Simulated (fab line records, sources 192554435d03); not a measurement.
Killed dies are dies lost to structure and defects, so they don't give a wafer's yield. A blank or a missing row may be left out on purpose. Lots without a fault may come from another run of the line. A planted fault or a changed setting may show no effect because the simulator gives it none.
A struck lot beside a sound one | flow n5_finfet | 22 steps out of a route of 1938
Sound: wafers L916.1, L916.5, L916.6. Struck: wafers L901.1, L901.2, L901.3. The cause comes at the end.
At each step with rows: each side's tool, then ch and its chambers, then its first start. Under that, the readings that differ: sound wafers | struck wafers | difference of the means | sigmas: that difference in standard deviations of wafers without a fault.
alike: readings whose means differ by less than 2 such deviations, and words and numbers that are the same on both sides. not compared: withheld readings, readings that some wafer has no value for, bounds like >300 that may hide the same value, and numbers for which the record gives no deviation and whose values overlap.
The two part at a step that has a row with sigmas, a row that says differs or no value, or rows on one side only. Numbers that don't overlap but have no deviation are shown without sigmas and don't part them. A reading that every wafer of one side lacks parts them only if that side has two wafers or more.

first, 8 steps without rows for these wafers: N5_BEOL_M11_DEVELOP_10 (develop time 30 s); N5_BEOL_M11_DESCUM_16 (chemistry O2, time 7.9 s); N5_BEOL_M11_ETCH_61 (etches SiARC in CF4, target depth 39 nm, time 65 s); N5_BEOL_M11_ETCH_62 (etches SOC in N2/H2, target depth 110 nm, overetch 22 nm, time 165 s); N5_BEOL_M11_STRIP_68 (strips in N2/H2); N5_BEOL_M11_STRIP_67 (strips in CF4); N5_BEOL_M11_HM_OPEN_17 (chemistry Cl2/BCl3, target TiN, target depth 20 nm, overetch 6 nm); N5_BEOL_M11_STRIP_19 (strips in O2).
N5_BEOL_M11_COAT_63: time 60 s, resist thk 100 nm.
  sound on litho_track-01 ch 0, day 19 00:21; struck on litho_track-02 ch 0, day 15 20:49
  reading                                   | sound                | struck               | difference | sigmas
  spin_speed_rpm (rpm)                      | 1500.9 1499.0 1499.1 | 1453.9 1453.2 1454.3 | -45.9      | -46
  model.SOC_of_BEOL_M11_COAT_63.thk_nm (nm) | 100 99.8 100.2       | 101.6 102 101.8      | +1.8       |
then, 9 steps without rows for these wafers: N5_BEOL_M11_COAT_64 (time 60 s, resist thk 30 nm); N5_BEOL_M11_COAT_22 (resist thk 90 nm); N5_BEOL_M11_EBR_24; N5_BEOL_M11_SOFTBAKE_23 (time 60 s); N5_BEOL_M11_EXPOSE_25 (exposes mask V10); N5_BEOL_M11_PEB_26 (peb time 60 s); N5_BEOL_M11_DEVELOP_27 (develop time 30 s); N5_BEOL_M11_DESCUM_33 (chemistry O2, time 7.9 s); N5_BEOL_M11_ETCH_65 (etches SiARC in CF4, target depth 39 nm, time 65 s).
N5_BEOL_M11_ETCH_66: etches SOC in N2/H2, target depth 120 nm, overetch 24 nm, time 180 s.
  sound on rie_diel-02 ch 0,2,3, day 19 01:16; struck on rie_diel-02 ch 1,2,3, day 15 21:14
  reading                  | sound             | struck            | difference | sigmas
  model.etch.depth_nm (nm) | 99.97 99.86 100.1 | 101.6 101.9 101.7 | +1.8       |
  alike: drypump_motor_current_A, h2_flow_sccm, oes_product_au, rf_vpp_V, showerhead_plenum_p_Torr, throttle_valve_pct
  not compared: rf_hours_counter_h
then, 1 step without rows for these wafers: N5_BEOL_M11_STRIP_69 (strips in N2/H2).
N5_BEOL_M11_VIA_ETCH_34: etches SiCOH lowk in C4F6/O2, target depth 184.5 nm, time 69.2 s.
  sound on rie_diel-02 ch 0,2,3, day 19 01:23; struck on rie_diel-02 ch 1,2,3, day 15 21:22
  reading                                   | sound        | struck       | difference | sigmas
  model.SOC_of_BEOL_M11_COAT_63.thk_nm (nm) | 92 91.8 92.2 | 93.4 94 93.8 | +1.7       |
  alike: drypump_motor_current_A, oes_product_au, rf_vpp_V, showerhead_plenum_p_Torr, throttle_valve_pct
  not compared: rf_hours_counter_h
then, 1 step without rows for these wafers: N5_BEOL_M11_STRIP_73 (strips in C4F6/O2).

WHERE THEY PART
Only at N5_BEOL_M11_COAT_63, within this record. Later steps at which nothing parts them and some readings are alike: N5_BEOL_M11_ETCH_66, N5_BEOL_M11_VIA_ETCH_34.

WHY: what the simulator had put in
Process parameter drift: litho_track-02, from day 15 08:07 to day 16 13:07, at N5_BEOL_M11_COAT_63. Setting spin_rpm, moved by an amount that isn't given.
